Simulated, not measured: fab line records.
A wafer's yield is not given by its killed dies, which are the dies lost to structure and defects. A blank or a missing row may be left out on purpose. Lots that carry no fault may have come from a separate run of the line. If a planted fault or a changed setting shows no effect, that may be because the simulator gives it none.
Chamber matching | flow n5 finfet | N5_DUMMY_GATE_ALD_02 on ald sin-04: 4 sister chambers
The step deposits SiO2, target thk 2 nm, pulse time 1 s. 8 wafers are shown with their chamber, then 8 later ones without.

== WAFERS PAIRED WITH THEIR CHAMBERS ==
wafer  | chamber | heater power w (W) | precursor pulse height rel
L074.1 | 2       | 518                | 1.002
L074.2 | 1       | 453                | 1.003
L080.4 | 2       | 521                | 1.032
L081.2 | 0       | 496                | 1.041
L088.1 | 3       | 456                | 0.985
L088.3 | 1       | 449                | 1.028
L088.6 | 0       | 488                | 1.010
L090.4 | 3       | 455                | 1.018

== WAFERS WITHOUT THEIR CHAMBER ==
wafer  | heater power w (W) | precursor pulse height rel
L090.5 | 450                | 1.010
L090.6 | 476                | 1.009
L094.2 | 472                | 1.039
L094.4 | 456                | 1.022
L094.6 | 456                | 0.993
L096.2 | 481                | 1.015
L096.4 | 447                | 0.966
L096.6 | 474                | 0.992

== WHICH CHAMBER EACH WENT THROUGH ==
wafer  | from the rows above          | in truth
L090.5 | can't be placed: 1 or 3      | 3
L090.6 | can't be placed: 0 or 3      | 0
L094.2 | can't be placed: 3 or 0 or 1 | 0
L094.4 | can't be placed: 3 or 1      | 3
L094.6 | can't be placed: 3 or 1      | 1
L096.2 | 0                            | 0
L096.4 | can't be placed: 1 or 3      | 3
L096.6 | can't be placed: 3 or 0 or 1 | 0
Correctly placed: 1 of 8. These rows do not allow placing 7 (true chamber among the candidates in 7). 0 placed wrongly.
How it was worked out, from the rows above alone: a wafer's distance from a chamber is the root of the sum, over the readings, of the square of ((its reading less the chamber's mean) divided by the reading's scatter). The wafer belongs to the nearest chamber; if the next one is less than 2 further off, it can't be placed. Each chamber's mean is taken over the wafers shown for it. The scatter is the square root of a quotient: the sum, over the shown wafers, of each reading's squared deviation from its chamber's mean, divided by wafers minus chambers.
